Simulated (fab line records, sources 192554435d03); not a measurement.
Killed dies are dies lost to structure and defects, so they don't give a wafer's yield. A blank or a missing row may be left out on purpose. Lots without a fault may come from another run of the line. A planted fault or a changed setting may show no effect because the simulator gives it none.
fab line records | flow n5_finfet
record lots=9 wafers=26 last_day=17
route steps=1938 shown BEOL_M1@824 BEOL_M2@841 BEOL_M4@1111 PASSIVATION@1936
lots that met no fault: from a run of the same line without faults
start_h: hours from the record's first day to the start of the lot's first wafer shown | wait_h: hours since the lot's step before | " the same as in the row above | L1.1+2: a row that stands for several wafers | - no value, or no start given | * or withheld: withheld | < > ~ a bound
route shown NAME@n: a module of which the file shows steps, and the number in the route of the first | usual: mean/standard deviation of fault-free wafers | same: alike in all rows | chamber/n: place in a boat | sites: the reading at each site | _std_site: their standard deviation | _edge_site: outer sites' mean less inner sites' | radius_mm: how far each site lies from the wafer's centre | mask NAME#n: copy n | behind: the tool/chamber that last shaped the wafer | hold: why the lot was held/for how many hours/how that ended | device: the transistor (n, p or np) that didn't switch | end of line: the same wafers' tests at the end of the route | a step without rows: its recipe alone | killed: dies lost to structure and defects at the first sort, not the wafer's yield | map: a wafer's dies, x killed, . not, _ none there
set.NAME: the setting as run; set.NAME@STEP: as run at that earlier step | model.NAME: the simulator's own value behind a step, which no gauge read
steps of the route over a sample of lots; a table a step, a row a wafer
services: from which hour (start_h, from the record's first day; less than 0 if before it) a tool's chamber was out of use, for how many hours, and why
## steps
# step N5_BEOL_M1_SPUTTER_90
# recipe material=Cu target_thk_a=45 temp_c=-20 chamber_pressure_pa=0.07 power_w=withheld time_s=8.29
# usual chuck_sensor_temp_C=-15.9/0.37 substrate_temp_c=-19.99/0.1 throttle_valve_pct=29.8/1.3
# columns lot.wafer tool chamber start_h wait_h chuck_sensor_temp_C substrate_temp_c throttle_valve_pct
L398.2 pvd_sputter-01 - 149.17 0.1 -16.5 -19.70 29.0
L398.5 " - " " -15.7 -19.89 31.1
L399.1 pvd_sputter-01 - 158.28 0.1 -15.6 -19.84 31.5
L399.3 " - " " -16.1 -20.04 30.8
L399.6 " - " " -15.4 -19.88 29.4
L408.3 pvd_sputter-02 - 211.93 0.1 -15.9 -20.03 26.8
L408.4 " - " " -15.4 -19.92 30.0
L408.5 " - " " -15.8 -19.99 26.9
L409.1 pvd_sputter-01 - 215.01 0.1 -15.4 -20.01 29.4
L409.3 " - " " -16.2 -19.97 30.6
L409.5 " - " " -16.8 -20.04 29.2
L410.1 pvd_sputter-03 - 220.18 0.1 -16.1 -20.05 30.1
L410.5 " - " " -16.3 -20.10 30.5
L410.6 " - " " -16.5 -19.88 32.2
L415.1 pvd_sputter-03 - 249.03 0.1 -15.9 -20.05 30.0
L415.2 " - " " -16.3 -20.13 30.1
L415.3 " - " " -15.7 -20.14 30.0
L416.2 pvd_sputter-02 - 252.24 0.1 -15.5 -19.86 29.9
L416.3 " - " " -15.7 -20.09 27.1
L416.5 " - " " -15.3 -20.13 29.7
L417.2 pvd_sputter-02 - 262.43 0.1 -15.9 -20.07 26.6
L417.4 " - " " -15.4 -19.93 29.9
L417.5 " - " " -15.4 -19.98 29.8
L418.1 pvd_sputter-03 - 262.66 0.1 -16.2 -20.07 30.2
L418.3 " - " " -16.3 -19.96 32.2
L418.5 " - " " -15.8 -20.06 29.9
# step N5_BEOL_M1_SPUTTER_92
# recipe material=Cu target_thk_a=45 temp_c=-20 chamber_pressure_pa=0.07 power_w=withheld time_s=8.29
# usual chuck_sensor_temp_C=-15.9/0.37 substrate_temp_c=-20.00/0.11 throttle_valve_pct=29.9/1.3
# columns lot.wafer tool chamber start_h wait_h chuck_sensor_temp_C substrate_temp_c throttle_valve_pct
L398.2 pvd_sputter-01 - 149.39 0.1 -16.5 -20.05 29.0
L398.5 " - " " -15.7 -20.03 30.9
L399.1 pvd_sputter-01 - 158.50 0.1 -15.8 -20.02 31.6
L399.3 " - " " -16.3 -19.99 30.8
L399.6 " - " " -15.4 -19.98 29.5
L408.3 pvd_sputter-02 - 212.15 0.1 -15.8 -20.16 26.9
L408.4 " - " " -15.3 -19.93 29.6
L408.5 " - " " -15.9 -20.12 27.1
L409.1 pvd_sputter-01 - 215.23 0.1 -15.3 -19.99 29.8
L409.3 " - " " -16.2 -20.01 30.8
L409.5 " - " " -16.5 -19.81 28.8
L410.1 pvd_sputter-03 - 220.40 0.1 -16.0 -20.08 30.0
L410.5 " - " " -16.2 -19.92 30.4
L410.6 " - " " -16.4 -19.99 32.0
L415.1 pvd_sputter-03 - 249.25 0.1 -16.0 -19.72 30.3
L415.2 " - " " -16.4 -19.96 30.4
L415.3 " - " " -15.8 -20.02 29.9
L416.2 pvd_sputter-02 - 252.46 0.1 -15.4 -19.91 30.0
L416.3 " - " " -15.8 -19.97 26.5
L416.5 " - " " -15.5 -20.18 29.9
L417.2 pvd_sputter-02 - 262.65 0.1 -15.8 -20.05 26.8
L417.4 " - " " -15.3 -20.07 29.7
L417.5 " - " " -15.4 -19.97 29.6
L418.1 pvd_sputter-03 - 262.88 0.1 -16.2 -19.91 29.9
L418.3 " - " " -16.4 -20.05 31.9
L418.5 " - " " -15.7 -19.98 30.0
# step N5_BEOL_M1_SPUTTER_94
# recipe material=Cu target_thk_a=45 temp_c=-20 chamber_pressure_pa=0.07 power_w=withheld time_s=8.29
# usual chuck_sensor_temp_C=-15.9/0.36 substrate_temp_c=-19.99/0.11 throttle_valve_pct=29.9/1.3
# columns lot.wafer tool chamber start_h wait_h chuck_sensor_temp_C substrate_temp_c throttle_valve_pct
L398.2 pvd_sputter-01 - 149.61 0.1 -16.6 -19.87 29.0
L398.5 " - " " -15.6 -19.84 31.2
L399.1 pvd_sputter-01 - 158.72 0.1 -15.6 -20.07 31.2
L399.3 " - " " -16.3 -20.06 30.6
L399.6 " - " " -15.3 -20.11 29.3
L408.3 pvd_sputter-02 - 212.37 0.1 -15.8 -19.75 27.0
L408.4 " - " " -15.4 -19.96 29.9
L408.5 " - " " -16.0 -19.82 26.8
L409.1 pvd_sputter-01 - 215.45 0.1 -15.5 -20.05 29.2
L409.3 " - " " -16.2 -19.80 30.5
L409.5 " - " " -16.7 -20.03 29.1
L410.1 pvd_sputter-03 - 220.62 0.1 -16.1 -19.97 30.0
L410.5 " - " " -16.3 -20.06 30.5
L410.6 " - " " -16.3 -20.04 32.2
L415.1 pvd_sputter-03 - 249.47 0.1 -15.9 -20.10 29.9
L415.2 " - " " -16.4 -19.96 30.8
L415.3 " - " " -15.8 -20.31 30.1
L416.2 pvd_sputter-02 - 252.68 0.1 -15.3 -19.96 29.8
L416.3 " - " " -16.0 -19.79 27.1
L416.5 " - " " -15.5 -19.93 29.9
L417.2 pvd_sputter-02 - 262.87 0.1 -15.8 -20.05 27.0
L417.4 " - " " -15.5 -19.87 30.0
L417.5 " - " " -15.4 -19.94 30.0
L418.1 pvd_sputter-03 - 263.10 0.1 -16.2 -20.00 30.1
L418.3 " - " " -16.4 -19.84 31.9
L418.5 " - " " -15.8 -19.96 29.9
# step N5_BEOL_M2_ILD_DEP_00
# recipe material=SiOC target_thk_a=790 temp_c=350 precursor=DEMS/O2 pressure_torr=5 rf_w=500 time_s=15.3
# usual heater_power_w=488/54 showerhead_plenum_p_Torr=5.689/0.011 showerhead_vpp_V=1372/54 throttle_valve_pct=11.8/1
# columns lot.wafer tool chamber start_h wait_h heater_power_w showerhead_plenum_p_Torr showerhead_vpp_V throttle_valve_pct
L398.2 pecvd-02 1 150.96 0.0 488 5.711 1395 12.3
L398.5 " 0 " " 478 5.677 1365 11.8
L399.1 pecvd-01 2 160.05 0.0 549 5.689 1277 11.1
L399.3 " 0 " " 526 5.678 1342 10.7
L399.6 " 2 " " 532 5.710 1247 11.2
L408.3 pecvd-02 0 213.71 0.0 478 5.686 1400 11.9
L408.4 " 2 " " 446 5.671 1350 10.9
L408.5 " 0 " " 459 5.679 1407 11.8
L409.1 pecvd-02 2 216.78 0.0 439 5.669 1345 11.2
L409.3 " 1 " " 419 5.704 1370 12.4
L409.5 " 1 " " 431 5.688 1381 12.5
L410.1 pecvd-03 2 222.08 0.0 387 5.690 1440 11.9
L410.5 " 1 " " 561 5.678 1422 11.2
L410.6 " 2 " " 395 5.692 1400 12.0
L415.1 pecvd-01 1 250.82 0.0 521 5.685 1412 13.7
L415.2 " 0 " " 504 5.664 1381 11.0
L415.3 " 2 " " 571 5.692 1284 10.3
L416.2 pecvd-01 2 254.03 0.0 541 5.713 1268 10.6
L416.3 " 0 " " 548 5.678 1383 10.8
L416.5 " 0 " " 556 5.688 1396 11.1
L417.2 pecvd-01 0 264.20 0.0 487 5.674 1398 10.9
L417.4 " 0 " " 497 5.683 1381 11.0
L417.5 " 2 " " 522 5.703 1273 10.3
L418.1 pecvd-01 2 264.79 0.0 537 5.703 1277 10.3
L418.3 " 0 " " 564 5.676 1347 10.7
L418.5 " 2 " " 550 5.701 1263 10.2
# step N5_BEOL_M2_THK_MEAS_01
# recipe reads=SiOC_of_BEOL_M2_ILD_DEP_00
# usual M2_ILD_THK=79.3/0.98
# columns lot.wafer tool chamber start_h wait_h M2_ILD_THK[nm]
L398.2 film_metro-02 - 151.03 0.1 79.4
L398.5 " - " " 80.6
L399.1 film_metro-02 - 160.12 0.0 79.2
L399.3 " - " " 78.8
L399.6 " - " " 79.4
L408.3 film_metro-02 - 213.78 0.1 74.1
L408.4 " - " " 74.5
L408.5 " - " " 79.1
L409.1 film_metro-02 - 216.85 0.0 78.8
L409.3 " - " " 75.3
L409.5 " - " " 82.0
L410.1 film_metro-01 - 222.15 0.0 79.4
L410.5 " - " " 80.5
L410.6 " - " " 81.2
L415.1 film_metro-01 - 250.88 0.0 77.5
L415.2 " - " " 77.8
L415.3 " - " " 78.1
L416.2 film_metro-02 - 254.10 0.1 77.8
L416.3 " - " " 78.8
L416.5 " - " " 79.7
L417.2 film_metro-02 - 264.29 0.1 77.9
L417.4 " - " " 78.8
L417.5 " - " " 79.3
L418.1 film_metro-01 - 264.87 0.1 77.7
L418.3 " - " " 79.6
L418.5 " - " " 78.1
# step N5_BEOL_M4_RC_MEAS_101
# usual DIBL_N=35.9/1.6 DIBL_P=35.6/2.1 IOFF_N=0.149/0.029 IOFF_P=0.20/0.033 ION_N=671/11 ION_P=460/7.3 SS_N=71.4/0.62 SS_P=73.2/0.65 VT_N=251/3.1 VT_P=-251/3.4
# columns lot.wafer tool chamber start_h wait_h DIBL_N[mV/V] DIBL_P[mV/V] IOFF_N[nA/um] IOFF_P[nA/um] ION_N[uA/um] ION_P[uA/um] SS_N[mV/dec] SS_P[mV/dec] VT_N[mV] VT_P[mV]
L398.2 prober-02 0 182.65 0.2 35.5 36.8 0.138 0.18 668 454 71.2 73.5 251 -256
L398.5 " 0 " " 34.7 35.0 0.136 0.16 668 452 71.5 72.3 253 -256
L399.1 prober-02 0 192.97 0.0 34.9 35.5 0.133 0.19 665 451 71.9 72.9 252 -251
L399.3 " 0 " " 32.3 33.0 0.114 0.16 669 456 70.5 73.0 254 -253
L399.6 " 0 " " 33.7 34.1 0.122 0.18 667 464 70.7 72.4 252 -254
L408.3 prober-01 0 246.91 0.3 35.2 33.9 0.130 0.20 670 465 70.6 72.9 249 -249
L408.4 " 0 " " 35.1 33.3 0.135 0.19 662 461 71.3 73.0 253 -251
L408.5 " 0 " " 34.1 32.3 0.118 0.18 664 455 70.7 72.6 254 -251
L409.1 prober-02 0 254.23 0.0 34.7 34.8 0.127 0.18 663 454 71.2 73.1 253 -252
L409.3 " 0 " " 35.5 36.1 0.143 0.19 675 457 71.6 72.4 252 -251
L409.5 " 0 " " 37.9 38.3 0.178 0.23 670 457 72.4 74.4 251 -249
L410.1 prober-01 0 257.33 0.0 37.1 35.7 0.152 0.18 673 462 71.7 73.0 252 -253
L410.5 " 0 " " 37.1 36.3 0.158 0.19 670 464 72.0 73.3 250 -253
L410.6 " 0 " " 37.4 37.6 0.155 0.20 677 460 72.0 73.9 251 -250
L415.1 prober-01 0 283.36 0.0 35.7 34.9 0.132 0.20 672 465 72.0 73.4 254 -250
L415.2 " 0 " " 33.7 32.6 0.110 0.17 651 454 70.9 72.2 254 -249
L415.3 " 0 " " 36.3 35.9 0.150 0.21 664 453 71.7 73.2 252 -248
L416.2 prober-02 0 288.99 0.2 36.6 35.6 0.183 0.23 677 466 72.1 73.3 245 -249
L416.3 " 0 " " 35.3 35.2 0.175 0.23 686 469 71.3 73.8 245 -248
L416.5 " 0 " " 35.5 34.1 0.161 0.20 670 457 72.1 73.5 248 -251
L417.2 prober-02 0 300.61 0.2 36.8 35.2 0.157 0.21 681 468 70.7 73.0 253 -250
L417.4 " 0 " " 38.7 38.1 0.199 0.26 683 467 71.9 73.8 245 -244
L417.5 " 0 " " 39.1 38.4 0.213 0.27 697 475 72.5 74.2 244 -248
L418.1 prober-02 0 303.75 0.0 34.6 34.7 0.133 0.19 665 458 71.8 72.8 251 -251
L418.3 " 0 " " 34.9 33.6 0.135 0.16 679 461 71.3 72.4 252 -253
L418.5 " 0 " " 35.7 34.8 0.154 0.19 681 459 71.5 73.6 250 -249
# step N5_PASSIVATION_PROBE_49
# usual defect_limited_yield=90.9/1.5 killed_at_M0_to_M3=36/9.9 killed_at_M4_up=13/4.5 killed_at_contacts=13/6.4 killed_at_front_end=42/12 killed_at_other=3.4/3 killed_dies=107/18 killed_open=69/13 killed_short=35/8.2 sort_bin_5_function=5.3/1.1 sort_bin_6_memory=3.4/0.69 sort_n_pass=1073/18 sort_yield_pct=90.9/1.5
# same gross_dies=1180 killed_at_back_side=0 sort_bin_4_leakage[%]=0 sort_bin_8_speed[%]=0
# columns lot.wafer tool chamber start_h wait_h defect_limited_yield[%] killed_at_M0_to_M3 killed_at_M4_up killed_at_contacts killed_at_front_end killed_at_other killed_dies killed_open killed_short sort_bin_5_function[%] sort_bin_6_memory[%] sort_n_pass sort_yield_pct[%]
L408.3 prober-02 - 344.05 0.1 91.9 35 10 7 37 6 95 52 29 4.9 2.3 1085 91.9
L408.4 prober-02 - 344.10 0.2 92.2 24 9 11 43 5 92 66 25 4.4 3.3 1088 92.2
L408.5 prober-02 - 344.15 0.2 91.0 33 10 16 39 8 106 70 35 5.3 3.4 1074 91.0
L417.2 prober-02 - 394.99 0.1 91.9 29 9 22 35 1 96 62 31 4.6 3.2 1084 91.9
L417.4 prober-02 - 395.09 0.2 89.5 48 9 16 45 6 124 84 39 6.2 4.1 1056 89.5
L417.5 prober-02 - 395.14 0.2 91.4 36 6 26 31 3 102 68 31 5.3 3.1 1078 91.4
# killed by level:class
L408.3 HKMG_FIN:area_etch=10 FIN_SAQP:geometric_particle:open=7 BEOL_M3:geometric_particle:open=6 BEOL_M2:geometric_particle:open=5 BEOL_M4:geometric_particle:open=5 MOL_CONTACT_COAG:geometric_particle:open=4 BEOL_M0_SAQP:geometric_particle:short=4 BEOL_M1:geometric_particle:open=4
L408.4 FIN_SAQP:geometric_particle:open=11 GATE_CUT:geometric_particle:short=10 MOL_CONTACT_COAG:geometric_particle:open=9 STI_FIN_REVEAL:geometric_particle:open=8 DUMMY_GATE:geometric_particle:open=6 BEOL_M3:geometric_particle:open=6 BEOL_M0_SAQP:geometric_particle:short=5 BEOL_M0:geometric_particle:open=4
L408.5 STI_FIN_REVEAL:geometric_particle:open=13 MOL_CONTACT_COAG:geometric_particle:open=11 FIN_SAQP:geometric_particle:short=7 BEOL_M3:geometric_particle:open=6 MOL_CONTACT_COAG:geometric_particle:short=5 BEOL_M0_SAQP:geometric_particle:open=5 BEOL_M1:geometric_particle:open=5 BEOL_M2:geometric_particle:open=5
L417.2 MOL_CONTACT_COAG:geometric_particle:open=15 FIN_SAQP:geometric_particle:open=9 FIN_SAQP:geometric_particle:short=9 BEOL_M1:geometric_particle:open=9 DUMMY_GATE:geometric_particle:open=8 MOL_CONTACT_COAG:geometric_particle:short=7 BEOL_M3:geometric_particle:open=5 BEOL_M0_SAQP:geometric_particle:short=4
L417.4 BEOL_M3:geometric_particle:open=20 FIN_SAQP:geometric_particle:open=16 MOL_CONTACT_COAG:geometric_particle:open=13 FIN_SAQP:geometric_particle:short=10 BEOL_M0_SAQP:geometric_particle:open=7 BEOL_M0_SAQP:geometric_particle:short=6 BEOL_M2:geometric_particle:open=5 ILD0:geometric_particle:short=4
L417.5 MOL_CONTACT_COAG:geometric_particle:open=23 BEOL_M0_SAQP:geometric_particle:open=11 BEOL_M2:geometric_particle:open=7 GATE_CUT:geometric_particle:short=6 FIN_SAQP:geometric_particle:short=4 FIN_SAQP:geometric_particle:open=4 STARTING-WAFER:geometric_particle:open=4 STARTING-WAFER:geometric_particle:short=4
## services
# columns tool chamber start_h hours kind
pecvd-02 2 125.79 2.1 scheduled_down
pecvd-01 2 125.89 2.1 scheduled_down
pecvd-01 2 129.52 16.5 scheduled_down
pecvd-01 0 135.19 14.8 repair
pecvd-03 2 171.08 2.1 scheduled_down
pecvd-01 - 178.46 0.7 repair
pecvd-02 0 192.85 6.5 repair
pecvd-01 - 195.58 6.0 pm
pecvd-01 2 202.38 - clean
pecvd-01 2 202.38 - consumable_replace:showerhead
pecvd-01 2 202.38 29.0 scheduled_down
pecvd-01 2 202.38 29.0 vent_cycle
pecvd-03 2 228.10 7.4 repair
pecvd-02 0 238.79 12.3 repair
## key
first_sign step=N5_BEOL_M2_THK_MEAS_01 reading=M2_ILD_THK direction=down sigmas=4.8 usual=79.3 struck=74.6
effect none on later readings
met_at N5_BEOL_M2_ILD_DEP_00
struck_lots L408,L409
struck_wafers L408.3,L408.4,L409.3
baseline_loss step=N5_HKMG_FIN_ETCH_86 wafers=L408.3
not_acting_at N5_BEOL_M1_SPUTTER_90,N5_BEOL_M1_SPUTTER_92,N5_BEOL_M1_SPUTTER_94
onset_between 150.96 213.71
fault kind=process_parameter_drift tool=pecvd-02 chamber=- onset_h=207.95 steps=N5_BEOL_M2_ILD_DEP_00 channel=time_s offset=* shape=step end_h=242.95 scope=struck_wafers_only acts_in=* stated=*
# baseline_loss: these wafers lose ten dies or more at that step, a loss of the line's own and not of a fault; the sort's usual values leave them out
